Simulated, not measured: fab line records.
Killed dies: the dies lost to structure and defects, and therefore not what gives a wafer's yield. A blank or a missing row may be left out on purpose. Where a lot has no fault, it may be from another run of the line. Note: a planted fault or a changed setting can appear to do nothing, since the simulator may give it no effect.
A struck lot beside a sound one	flow nand_harc	40 steps out of a route of 1159
Sound: the wafers L545.1, L545.3, L545.6. Struck: wafer L561.4 (L561.3, L561.5, from the same lot, were not struck and are left out); the cause is given at the end.
At each step with rows: each side's tool, then ch and its chambers, then its first start. Under that, the readings that differ: sound wafers	struck wafers	difference of the means	sigmas: that difference in standard deviations of wafers without a fault.
alike: readings whose means differ by less than 2 such deviations, and words and numbers that are the same on both sides. not compared: withheld readings, readings that some wafer has no value for, bounds like >300 that may hide the same value, and numbers for which the record gives no deviation and whose values overlap.
The two part at a step that has a row with sigmas, a row that says differs or no value, or rows on one side only. Numbers that have no deviation but don't overlap get no sigmas and don't part them. Lack of a reading on every wafer of one side parts them only where that side has two or more wafers.

NHARC_P_BONDPAD_OVL_MEAS_38:
  sound: overlay-02 at day 7 08:56; struck: overlay-02 at day 11 12:50
  alike: overlay_x_nm, overlay_y_nm
then, 4 steps without rows for these wafers: NHARC_P_BONDPAD_HARDBAKE_10 (time 65 s); NHARC_P_BONDPAD_DESCUM_11 (chemistry O2, time 3 s); NHARC_P_BONDPAD_ETCH_37 (etches the open film in N2/H2, target depth 60 nm, overetch 18 nm, time 65.91 s); NHARC_P_BONDPAD_ETCH_12 (etches the open film in CHF3/O2, target depth 200 nm, time 100 s).
NHARC_P_BONDPAD_CD_MEAS_13:
  sound: cd_sem-02 at day 7 09:22; struck: cd_sem-03 at day 11 13:19
  alike: cd_nm
NHARC_P_BONDPAD_STRIP_15: strips in O2.
  sound on rie_diel-06 ch 0,1,3, day 7 09:28; struck on rie_diel-04 ch 0, day 11 13:24
  alike: chamber_pressure_mTorr, drypump_motor_current_A, o2_flow_sccm, oes_product_au, rf_vpp_V, showerhead_plenum_p_Torr, throttle_valve_pct
  not compared: rf_hours_counter_h
NHARC_P_BONDPAD_ETCH_24: etches the open film in CF4/N2, target depth 30 nm, time 72.99 s.
  sound on rie_diel-06 ch 0,2; struck on rie_diel-04 ch 0
  alike: chamber_pressure_mTorr, drypump_motor_current_A, oes_product_au, rf_vpp_V, showerhead_plenum_p_Torr, throttle_valve_pct
  not compared: rf_hours_counter_h
then, 4 steps without rows for these wafers: NHARC_P_BONDPAD_STRIP_16 (strips in post etch residue remover, time 600 s); NHARC_P_BONDPAD_DEGAS_25 (time 60 s); NHARC_P_BONDPAD_PRE_CLEAN_26 (time 30 s); NHARC_P_BONDPAD_PVD_17 (deposits TaN, target thk 5 nm, time 8.06 s).
NHARC_P_BONDPAD_PVD_27: deposits Cu, target thk 30 nm, time 20.49 s.
  sound: pvd_sputter-01 at day 7 10:13; struck: pvd_sputter-03 at day 11 14:10
  alike: chamber_pressure_pa, throttle_valve_pct
then, 1 step without rows for these wafers: NHARC_P_BONDPAD_ECD_18 (material Cu, target thk 400 nm).
NHARC_P_BONDPAD_ANNEAL_28: time 90 s.
  sound on rtp_anneal-01 ch 0, day 7 10:43; struck on rtp_anneal-01 ch 0, day 11 14:50
  alike: wafer_temp_C_max
then, 2 steps without rows for these wafers: NHARC_P_BONDPAD_CMP_19 (polishes, t overpolish 30 s, cu recess touch 16 s, target thk 160.81 nm); NHARC_P_BONDPAD_SRD_21 (time 30 s, dry time 20 s).
NHARC_P_BONDPAD_INSPECT_23:
  sound: defect_inspect-02 at day 7 11:35; struck: defect_inspect-01 at day 11 15:36
  alike: raw_defect_count
then, 3 steps without rows for these wafers: NHARC_P_BONDPAD_ACTIVATE_29 (chemistry N2, time 60 s); NHARC_P_BONDPAD_PRECLEAN_30 (cleans in DIW, time 300 s); NHARC_P_BONDPAD_SRD_31 (time 30 s, dry time 20 s).
NHARC_A_START_INSPECT_01:
  rows exist in the record for the sound wafers here (defect_inspect-01, day 7 12:04), none for the struck ones
then, 11 steps without rows for these wafers: NHARC_A_ZERO_WELL_PRECLEAN_00 (cleans in SPM, time 600 s); NHARC_A_ZERO_WELL_SRD_01; NHARC_A_ZERO_WELL_DEHYDRATE_02 (time 120 s); NHARC_A_ZERO_WELL_HMDS_03 (time 30 s); NHARC_A_ZERO_WELL_COAT_18 (time 65 s); NHARC_A_ZERO_WELL_COAT_04 (resist thk 600 nm); NHARC_A_ZERO_WELL_SOFTBAKE_05 (time 70 s); NHARC_A_ZERO_WELL_EBR_06; NHARC_A_ZERO_WELL_EXPOSE_07 (exposes mask A ZERO); NHARC_A_ZERO_WELL_PEB_08 (peb time 80 s); NHARC_A_ZERO_WELL_DEVELOP_09 (time 50 s).
NHARC_A_ZERO_WELL_CD_MEAS_10: target cd 2000 nm.
  the record has rows for the sound wafers here (cd_sem-02 ch 0, day 7 12:58) and none for the struck ones
then, 2 steps without rows for these wafers: NHARC_A_ZERO_WELL_HARDBAKE_11 (time 65 s); NHARC_A_ZERO_WELL_DESCUM_12 (chemistry O2, time 3 s).
NHARC_A_ZERO_WELL_ETCH_19: etches the open film in N2/H2, target depth 80 nm, overetch 24 nm, time 87.88 s.
  the record has rows for the sound wafers here (rie_diel-11 ch 1,3, day 7 13:13) and none for the struck ones
NHARC_A_ZERO_WELL_ETCH_13: etches the open film in HBr/Cl2, target depth 120 nm, time 40.1 s.
  the record has rows for the sound wafers here (rie_si-02 ch 0,1, day 7 13:19) and none for the struck ones
then, 1 step without rows for these wafers: NHARC_A_ZERO_WELL_STRIP_14 (strips in SPM, time 900 s).
-- break in the record here, with 13 days between the starts of the struck wafers on either side (left off in module A_ZERO_WELL, picked up again in module END, where the first step shown is number 1159 on the route) --
NHARC_END_SORT_01:
  the record has rows for the struck wafers here (prober-01 ch 0, day 24 17:04) and none for the sound ones

## WHERE THEY PART
At NHARC_A_START_INSPECT_01 first; at NHARC_END_SORT_01 last (within this record only).

WHY: what the simulator had put in
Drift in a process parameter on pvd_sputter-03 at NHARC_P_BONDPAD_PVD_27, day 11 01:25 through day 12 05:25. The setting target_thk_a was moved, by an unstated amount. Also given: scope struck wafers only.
